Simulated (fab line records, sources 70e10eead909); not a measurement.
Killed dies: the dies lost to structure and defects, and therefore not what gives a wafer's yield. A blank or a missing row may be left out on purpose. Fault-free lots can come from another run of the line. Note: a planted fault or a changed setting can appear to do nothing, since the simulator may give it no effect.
Which tool did it? ; flow nandHarc ; 6 lots (18 wafers sampled), 1 step of a 1302-step route

## WHAT EACH GAUGE READ, for each wafer
NHARC_A_BLC_CD_MEAS_19.
lot;measured;on;cdNm (nm)
L257;day 23 20:16;cdSem-03;97.5 99.6 96.5
L259;day 24 09:27;cdSem-01;100.8 98.8 100.6
L264;day 26 05:26;cdSem-03;99.1 100.2 99.5
L271;day 29 13:11;cdSem-03;97.8 98.6 99.6
L273;day 30 22:59;cdSem-03;98.8 100.7 96.6
L276;day 32 12:02;cdSem-02;97.8 95.5 100.9

## WHICH TOOL RAN EACH LOT (tool, then ch and the chambers of the sampled wafers, then the start)
The record holds no process step before these readings.

## THE ANSWER, worked out from the rows above alone
Rule: what is usual is taken from the lots themselves. Put in order of their means at a reading, lots are off if they are a third of the lots or fewer, leave a main group of 4 or more, and stand apart from it by a gap of 3 or more times the standard deviation of the main group's means; of several such gaps the widest counts. A main group whose means are all the same, to the digits that the tables above print for the reading, isn't used. A lot without any number at a reading at which 4 lots or more have one is off too. Any other lot the step has rows for is counted as sound.
Across all readings shown, no lot is off: no conclusion can be drawn from this.

## WHAT HAD BEEN PUT IN BY THE SIMULATOR
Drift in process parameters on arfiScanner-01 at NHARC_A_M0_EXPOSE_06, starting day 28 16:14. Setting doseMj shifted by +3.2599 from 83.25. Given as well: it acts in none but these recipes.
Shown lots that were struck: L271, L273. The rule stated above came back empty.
